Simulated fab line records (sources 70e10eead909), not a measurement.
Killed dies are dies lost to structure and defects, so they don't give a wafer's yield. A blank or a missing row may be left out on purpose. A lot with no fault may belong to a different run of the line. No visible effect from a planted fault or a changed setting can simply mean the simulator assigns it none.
Problem report in the 8D (eight disciplines) form, filled by code :: flow nand-harc :: the parts of the form that need people (team, actions taken, sign-off) are left out

## 1. PROBLEM STATEMENT
Wafers without a fault read 23.01 C, standard deviation 0.094; developer-temp-C at NHARC_A_M1_DEVELOP_08 reads a mean of 23.89 C on 6 wafers belonging to 2 lots. That puts it +9.4 standard deviations away from the usual mean.
The step: develop time 35 s.
First observed at day 28 14:00: wafer L875.1, on litho-track-04. The record holds 39 wafers of 13 lots with a number at this step. Rule for "out" (also "out of limits"): further than 4 standard deviations from the usual mean. The other wafers with a number count as sound.

## 2. WHAT THIS IS AND IS NOT
question: which readings at this step
is: developer-temp-C
is not: resist-line-temp-C

question: which lots
is: L874, L875
is not: L861, L865, L867, L868, L869, L870, L871, L872, L873, L883, L884

question: which wafers of those lots
is: all that have a number
is not: -

question: read on which tools
is: litho-track-04
is not: litho-track-01, litho-track-06

question: when
is: from day 28 14:00
is not: up to then (27 sound wafers); but 6 sound wafers of L883, L884 came after

## 3. THE SUSPECTS, EACH WITH WHAT RULES IT OUT
Counting: a tool stays on the suspect list if, at a process step up to the reading, it processed all lots that are out and no sound lot following the first of them.
- cmp-03 at NHARC_A_M0_CMP_23 (polishes, t overpolish 20 s, target thk 113.75 nm): kept. Every lot that is out went through it, starting with L875 (day 28 12:41), and after that it ran no sound lot; the last sound lot it ran before then is L869 (day 26 12:52).
- litho-track-04 at NHARC_A_M1_DEVELOP_08 (develop time 35 s): kept. Every lot that is out went through it, starting with L875 (day 28 14:00), and after that it ran no sound lot; the last sound lot it ran before then is L872 (day 27 11:00). On those wafers its own readings are out: developer-temp-C.
What counting leaves: cmp-03 at NHARC_A_M0_CMP_23 and litho-track-04 at NHARC_A_M1_DEVELOP_08.

## 4. THE CAUSE (what the simulator had put in)
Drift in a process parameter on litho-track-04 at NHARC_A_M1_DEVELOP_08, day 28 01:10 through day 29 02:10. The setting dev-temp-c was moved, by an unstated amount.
Counting left 2 suspects, and this tool is among them.

## 5. THE EFFECT CHAIN, in route order
Rows list readings where the struck wafers' mean (over those with a number) sits beyond 3 standard deviations from the usual. Readings are gone through only where the record gives a usual standard deviation; hours: the median, over the lots, of the time from a lot's start at the first step in this table giving one to that lot's start at this step; sigmas: the change measured in usual standard deviations.
hours: 0
step: NHARC_A_M1_DEVELOP_08
reading: developer-temp-C
usual: 23.01 C
on struck wafers: 23.89
change: +0.88
sigmas: +9.4
Process steps it contains:
- NHARC_A_M1_DEVELOP_08: develop time 35 s.

## 6. WHAT WOULD HAVE CAUGHT IT SOONER
First out-of-limits reading in this record: day 28 14:00, which is 13 hours after fault onset at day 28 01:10.
